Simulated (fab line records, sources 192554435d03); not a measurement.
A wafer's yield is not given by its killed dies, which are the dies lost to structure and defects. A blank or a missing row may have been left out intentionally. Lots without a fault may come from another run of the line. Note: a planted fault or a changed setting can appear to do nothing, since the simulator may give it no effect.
8D (eight disciplines) problem report, filled in by code + flow n5-finfet + the parts of the form that need people (team, actions taken, sign-off) are left out

== 1. THE ISSUE ==
Mean of spin-speed-rpm at N5_DUMMY_GATE_COAT_09: 1336.8 rpm across 9 wafers in 3 lots; on wafers with no fault it is 1500.2 rpm (standard deviation 1.1). So: -99 or more standard deviations from the usual mean.
The step: resist thk 30 nm.
Earliest sighting: wafer L571.1 on litho-track-03 at day 4 16:29. At this step, 33 wafers from 11 lots have a number in the record. By rule, "out" or "out of limits" means more than 4 standard deviations away from the usual mean. The rest of the wafers with a number are treated as sound.

== 2. WHAT IT IS AND WHAT IT IS NOT ==
| question                    | is                     | is not                                                                                            |
|-----------------------------|------------------------|---------------------------------------------------------------------------------------------------|
| which readings at this step | spin-speed-rpm         | -                                                                                                 |
| which lots                  | L571, L573, L574       | L564, L565, L576, L583, L584, L585, L586, L587                                                    |
| which wafers of those lots  | all that have a number | -                                                                                                 |
| read on which tools         | litho-track-03         | litho-track-01, litho-track-04                                                                    |
| when                        | from day 4 16:29       | up to then (6 sound wafers); but 18 sound wafers of L576, L583, L584, L585, L586, L587 came after |

== 3. THE SUSPECTS, EACH WITH WHAT RULES IT OUT ==
Counting: a tool at a process step up to the reading stays a suspect if it ran every lot that is out and no sound lot after the first of them.
- litho-track-03 at N5_DUMMY_GATE_COAT_09 (resist thk 30 nm): ruled out as a lasting fault. The sound lots L584, L585 went through it after L571, its earliest lot that is out (day 4 16:29).
Left after counting: nothing in the record.

== 4. THE CAUSE (what the simulator had put in) ==
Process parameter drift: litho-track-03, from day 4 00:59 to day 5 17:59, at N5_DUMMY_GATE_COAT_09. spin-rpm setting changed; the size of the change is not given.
Counting ruled it out, wrongly.

== 5. SEQUENCE OF EFFECTS, ordered by route ==
Rows list readings where the struck wafers' mean (over those with a number) sits beyond 3 standard deviations from the usual. Scope: only readings with a usual standard deviation given in the record; hours: median across lots of the time from each lot's start at the first step in this table that gives one to its start at this step; sigmas: change in usual standard deviations.
| hours | step                  | reading        | usual      | on struck wafers | change | sigmas      |
|-------|-----------------------|----------------|------------|------------------|--------|-------------|
| 0     | N5_DUMMY_GATE_COAT_09 | spin-speed-rpm | 1500.2 rpm | 1336.8           | -163.4 | -99 or more |
Process steps it contains:
- N5_DUMMY_GATE_COAT_09: resist thk 30 nm.
Later steps that measure or inspect, where all struck wafers having a row at the step show a number for every such reading and not one has moved that far: N5_DUMMY_GATE_CD_MEAS_15, N5_DUMMY_GATE_OVL_MEAS_16, N5_BEOL_M4_RC_MEAS_101.

== 6. WHAT WOULD HAVE CAUGHT IT SOONER ==
16 hours passed between the start of the fault at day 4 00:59 and the first reading out of limits in this record, taken at day 4 16:29.
